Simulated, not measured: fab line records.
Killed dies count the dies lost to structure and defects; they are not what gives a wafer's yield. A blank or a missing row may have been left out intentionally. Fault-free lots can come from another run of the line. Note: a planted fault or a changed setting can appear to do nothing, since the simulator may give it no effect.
Problem report in the 8D (eight disciplines) form, filled by code -- flow nand_harc -- the parts of the form that need people (team, actions taken, sign-off) are left out

1. PROBLEM STATEMENT
At NHARC_A_WL_FILL_ETCHBACK_04, oes_product_au averages 0.941 a.u. over 6 wafers from 2 lots, while fault-free wafers read 1.000 a.u., standard deviation 0.012. Relative to the usual mean, that is a shift of -4.9 standard deviations.
The step: etches the open film in NF3, target depth 60 nm, time 120 s.
First seen on wafer L612.2, day 26 14:48, on rie_metal-03. The record has a number at this step for 39 wafers belonging to 13 lots. Rule for "out" (also "out of limits"): further than 4 standard deviations from the usual mean. Any other wafer with a number is counted as sound.

2. WHAT IT IS AND WHAT IT IS NOT
question,is,is not
which readings at this step,oes_product_au,drypump_motor_current_A
which lots,"L612, L615","L599, L600, L601, L602, L603, L607, L616, L619, L620, L621, L622"
which wafers of those lots,all that have a number,-
read on which tools,rie_metal-03,"rie_metal-01, rie_metal-02"
when,from day 26 14:48,"up to then (18 sound wafers); but 15 sound wafers of L616, L619, L620, L621, L622 came after"

3. WHAT RULES OUT EACH SUSPECT
Counting: a tool stays on the suspect list if, at a process step up to the reading, it processed all lots that are out and no sound lot following the first of them.
- rie_metal-03 at NHARC_A_WL_FILL_ETCHBACK_04 (etches the open film in NF3, target depth 60 nm, time 120 s): kept. It processed each lot that is out, first L612 at day 26 14:48, and no sound lot thereafter; up to then, the last sound lot it processed was L607 at day 23 02:40. Its own readings are out on those wafers: oes_product_au.
After counting, what remains is rie_metal-03 at NHARC_A_WL_FILL_ETCHBACK_04.

4. THE CAUSE (what the simulator had put in)
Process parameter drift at NHARC_A_WL_FILL_ETCHBACK_04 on rie_metal-03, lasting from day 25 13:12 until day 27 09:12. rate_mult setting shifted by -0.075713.
This tool alone remained once counting was done.

5. SEQUENCE OF EFFECTS, ordered by route
Each row: a reading whose mean over the struck wafers that have a number lies more than 3 standard deviations from the usual. Readings are gone through only where the record gives a usual standard deviation; hours: the median, over the lots, of the time from a lot's start at the first step in this table giving one to that lot's start at this step; sigmas: the change measured in usual standard deviations.
hours,step,reading,usual,on struck wafers,change,sigmas
0,NHARC_A_WL_FILL_ETCHBACK_04,oes_product_au,1.000 a.u.,0.941,-0.059,-4.9
Process steps it contains:
- NHARC_A_WL_FILL_ETCHBACK_04: etches the open film in NF3, target depth 60 nm, time 120 s.

6. WHAT WOULD HAVE CAUGHT IT SOONER
In this record no reading fell out of limits until day 26 14:48, 26 hours after the fault had begun at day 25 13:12.
